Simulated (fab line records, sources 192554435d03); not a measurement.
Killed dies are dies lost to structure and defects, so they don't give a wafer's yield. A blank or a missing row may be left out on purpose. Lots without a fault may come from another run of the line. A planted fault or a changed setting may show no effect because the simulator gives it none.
A struck lot beside a sound one | flow n5_finfet | 11 steps out of a route of 1938
Sound: wafers L982.3, L982.5, L982.6. Struck: wafers L977.3, L977.4, L977.6. The cause comes at the end.
At each step with rows: each side's tool, then ch and its chambers, then its first start. Under that, the readings that differ: sound wafers | struck wafers | difference of the means | sigmas: that difference in standard deviations of wafers without a fault.
alike: readings whose means differ by less than 2 such deviations, and words and numbers that are the same on both sides. not compared: withheld readings, readings that some wafer has no value for, bounds like >300 that may hide the same value, and numbers for which the record gives no deviation and whose values overlap.
The two part at a step that has a row with sigmas, a row that says differs or no value, or rows on one side only. Numbers that don't overlap but have no deviation are shown without sigmas and don't part them. A reading that every wafer of one side lacks parts them only if that side has two wafers or more.

N5_START_INSPECT_01: inspects for defects (unpatterned scan).
  sound on defect_inspect-01, day 6 00:02; struck on defect_inspect-02, day 4 18:02
  alike: raw_defect_count
then, 2 steps without rows for these wafers: N5_ZERO_LAYER_PRECLEAN_00 (cleans in SPM, time 600 s); N5_ZERO_LAYER_SRD_01 (time 30 s, dry time 30 s).
N5_ZERO_LAYER_PECVD_02: deposits SiO2 from SiH4/N2O, target thk 10 nm, time 6 s.
  sound on pecvd-02 ch 0,1, day 6 00:17; struck on pecvd-01 ch 0,2, day 4 18:17
  reading              | sound        | struck         | difference | sigmas
  showerhead_vpp_V (V) | 914 1005 920 | 1051 1029 1052 | +98        | +2
  alike: heater_power_w, showerhead_plenum_p_Torr
  not compared: since_wet_clean_h
then, 5 steps without rows for these wafers: N5_ZERO_LAYER_HMDS_04 (time 60 s); N5_ZERO_LAYER_COAT_05 (resist thk 1000 nm); N5_ZERO_LAYER_EBR_07; N5_ZERO_LAYER_SOFTBAKE_06 (time 90 s); N5_ZERO_LAYER_EXPOSE_08 (exposes mask ZERO, defocus 0 nm, target cd 2000 nm).
N5_ZERO_LAYER_PEB_09:
  sound on litho_track-02 ch 0, day 6 00:32; struck on litho_track-01, day 4 18:39
  reading         | sound          | struck | difference                    | sigmas
  exhaust_pa (Pa) | 44.7 43.7 44.2 | - - -  | no value on the struck wafers |
  not compared: chill_plate_temp_C
then, 1 step without rows for these wafers: N5_ZERO_LAYER_DEVELOP_10 (develop time 60 s).

WHERE THEY PART
First at N5_ZERO_LAYER_PECVD_02; last, within this record, at N5_ZERO_LAYER_PEB_09.

WHY: what the simulator had put in
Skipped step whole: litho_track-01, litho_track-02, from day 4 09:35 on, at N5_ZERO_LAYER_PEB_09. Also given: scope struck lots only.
